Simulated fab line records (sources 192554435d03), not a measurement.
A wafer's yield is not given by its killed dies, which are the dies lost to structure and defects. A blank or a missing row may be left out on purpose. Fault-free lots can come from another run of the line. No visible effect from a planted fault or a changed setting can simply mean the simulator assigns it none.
Chamber matching ; flow n5 finfet ; N5_BEOL_M5_CURE_80 on uv cure-03: 3 sister chambers
The step cures SiCOH lowk, time 120 s. 14 wafers are shown with their chamber, then 7 later ones without.

## WAFERS PAIRED WITH THEIR CHAMBERS
wafer;chamber;wafer_temp_C_max;lamp power pct (%)
L074.1;1;371.2;52.29
L074.3;1;371.2;52.33
L074.4;1;371.1;52.24
L083.1;2;371.5;52.33
L083.4;2;371.3;52.38
L083.5;2;371.8;52.28
L089.1;0;370.9;52.37
L089.4;0;371.5;52.37
L089.5;0;370.9;52.37
L090.2;0;371.2;52.28
L090.3;0;370.9;52.31
L090.5;0;371.0;52.26
L092.2;1;371.2;52.27
L092.4;1;370.7;52.34

SIGNATURES (averages over the wafers above)
reading;chamber 0;chamber 1;chamber 2;scatter within a chamber
wafer_temp_C_max;371.067;371.080;371.533;0.235
lamp power pct;52.3267;52.2940;52.3300;0.0471
Rule: a wafer's distance from a chamber is the root of the sum, over the readings, of the square of ((its reading less the chamber's mean) divided by the reading's scatter). The wafer belongs to the nearest chamber; if the next one is less than 2 further off, it can't be placed. How the scatter is found: for the shown wafers, subtract from each reading the mean of its chamber, square and add these, divide the total by (wafers less chambers), then take the root.

## WAFERS WHOSE CHAMBER IS MISSING
wafer;wafer_temp_C_max;lamp power pct (%)
L092.5;371.3;52.35
L093.3;371.7;52.31
L093.5;371.8;52.27
L093.6;371.5;52.34
L094.2;371.7;52.31
L094.3;371.4;52.39
L094.5;371.7;52.31

## WHICH CHAMBER EACH ONE RAN IN
wafer;from the rows above;in truth
L092.5;can't be placed: 2 or 0 or 1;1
L093.3;can't be placed: 2 or 1 or 0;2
L093.5;can't be placed: 2 or 1 or 0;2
L093.6;can't be placed: 2 or 0 or 1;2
L094.2;can't be placed: 2 or 1 or 0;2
L094.3;can't be placed: 2 or 0 or 1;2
L094.5;can't be placed: 2 or 1 or 0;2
Correctly placed: 0 of 7. Not placeable from these rows: 7 (in 7, the candidates include the true chamber). Wrongly placed: 0.
